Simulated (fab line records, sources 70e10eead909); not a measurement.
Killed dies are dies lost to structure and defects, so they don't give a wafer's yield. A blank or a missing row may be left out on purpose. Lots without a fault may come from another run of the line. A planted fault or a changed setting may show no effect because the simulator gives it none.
A struck lot beside a sound one | flow nand_harc | 15 steps out of a route of 1302
Sound: wafers L402.3, L402.4, L402.6. Struck: wafers L414.2, L414.5, L414.6. The cause comes at the end.
At each step with rows: each side's tool, then ch and its chambers, then its first start. Under that, the readings that differ: sound wafers | struck wafers | difference of the means | sigmas: that difference in standard deviations of wafers without a fault.
alike: readings whose means differ by less than 2 such deviations, and words and numbers that are the same on both sides. not compared: withheld readings, readings that some wafer has no value for, bounds like >300 that may hide the same value, and numbers for which the record gives no deviation and whose values overlap.
The two part at a step that has a row with sigmas, a row that says differs or no value, or rows on one side only. Numbers that don't overlap but have no deviation are shown without sigmas and don't part them. A reading that every wafer of one side lacks parts them only if that side has two wafers or more.

NHARC_A_CONTACT_ETCH_51: etches the open film in O2/COS, target depth 7000 nm, time 1820 s.
  sound on rie_diel-04 ch 0,1; struck on rie_diel-02 ch 0,3
  reading    | sound             | struck            | difference | sigmas
  bias_w (W) | 299.5 299.7 298.7 | 301.3 301.2 301.2 | +1.9       | +2
  alike: chamber_pressure_mTorr, drypump_motor_current_A, oes_product_au, rf_vpp_V, showerhead_plenum_p_Torr, throttle_valve_pct
  not compared: rf_hours_counter_h
then, 3 steps without rows for these wafers: NHARC_A_CONTACT_ETCH_111 (etches the open film in C4F8/O2/Ar, time 140 s, target depth 700 nm); NHARC_A_CONTACT_ETCH_112 (etches the open film in C4F8/O2/Ar, time 190 s, target depth 1850 nm); NHARC_A_CONTACT_ETCH_113 (etches the open film in C4F8/O2/Ar, time 190 s, target depth 1850 nm).
NHARC_A_CONTACT_ETCH_114: etches the open film in C4F8/O2/Ar, time 190 s, target depth 1850 nm.
  sound on har_cap_etch-03 ch 0,1, day 23 22:40; struck on har_cap_etch-02 ch 0,1, day 29 22:20
  alike: chamber_pressure_mTorr, oes_air_line_au
  not compared: rf_hours_counter_h
then, 3 steps without rows for these wafers: NHARC_A_CONTACT_ETCH_115 (etches the open film in C4F8/O2/Ar, time 190 s, target depth 1850 nm); NHARC_A_CONTACT_ETCH_116 (etches the open film in C4F8/O2/Ar, time 190 s, target depth 1850 nm); NHARC_A_CONTACT_ETCH_117 (etches the open film in C4F8/O2/Ar, time 190 s, target depth 1850 nm).
NHARC_A_CONTACT_ETCH_118: etches the open film in C4F8/O2/Ar, time 190 s, target depth 1850 nm.
  sound on har_cap_etch-03 ch 0,1, day 23 23:21; struck on har_cap_etch-02 ch 0,1, day 29 23:02
  reading                | sound             | struck            | difference | sigmas
  oes_air_line_au (a.u.) | 0.987 0.951 0.999 | 1.071 0.988 1.012 | +0.045     | +2
  alike: chamber_pressure_mTorr
  not compared: rf_hours_counter_h
NHARC_A_CONTACT_ETCH_119: etches the open film in C4F8/O2/Ar, time 190 s, target depth 1850 nm.
  sound on har_cap_etch-03 ch 0,1, day 23 23:31; struck on har_cap_etch-02 ch 0,1, day 29 23:12
  alike: chamber_pressure_mTorr, oes_air_line_au
  not compared: rf_hours_counter_h
NHARC_A_CONTACT_ETCH_120: etches the open film in C4F8/O2/Ar, time 190 s, target depth 1850 nm.
  sound on har_cap_etch-03 ch 0,1, day 23 23:41; struck on har_cap_etch-02 ch 0,1, day 29 23:22
  alike: chamber_pressure_mTorr, oes_air_line_au
  not compared: rf_hours_counter_h
then, 1 step without rows for these wafers: NHARC_A_CONTACT_ETCH_121 (etches the open film in C4F8/O2/Ar, time 190 s, target depth 1850 nm).
NHARC_A_CONTACT_ETCH_122: etches the open film in C4F8/O2/Ar, time 190 s, target depth 1850 nm.
  sound on har_cap_etch-03 ch 0,1, day 24 00:02; struck on har_cap_etch-02 ch 0,1, day 29 23:43
  no value came back on the struck wafers for chamber_pressure_mTorr (mTorr), oes_air_line_au (a.u.); on the sound wafers chamber_pressure_mTorr (mTorr) reads 20.024 20.017 19.975
  not compared: rf_hours_counter_h
then, 1 step without rows for these wafers: NHARC_A_CONTACT_ETCH_123 (etches the open film in C4F8/O2/Ar, time 490 s, target depth 2110 nm).
-- the record jumps here: 3 days lie between the struck wafers' starts before and after (it left off in module A_CONTACT and takes up again in module END, whose first step shown is number 1302 of the route) --
NHARC_END_SORT_01:
  the record has rows for the struck wafers here (prober-02 ch 0, day 33 05:11) and none for the sound ones

WHERE THEY PART
First at NHARC_A_CONTACT_ETCH_51; last, within this record, at NHARC_END_SORT_01.

WHY: what the simulator had put in
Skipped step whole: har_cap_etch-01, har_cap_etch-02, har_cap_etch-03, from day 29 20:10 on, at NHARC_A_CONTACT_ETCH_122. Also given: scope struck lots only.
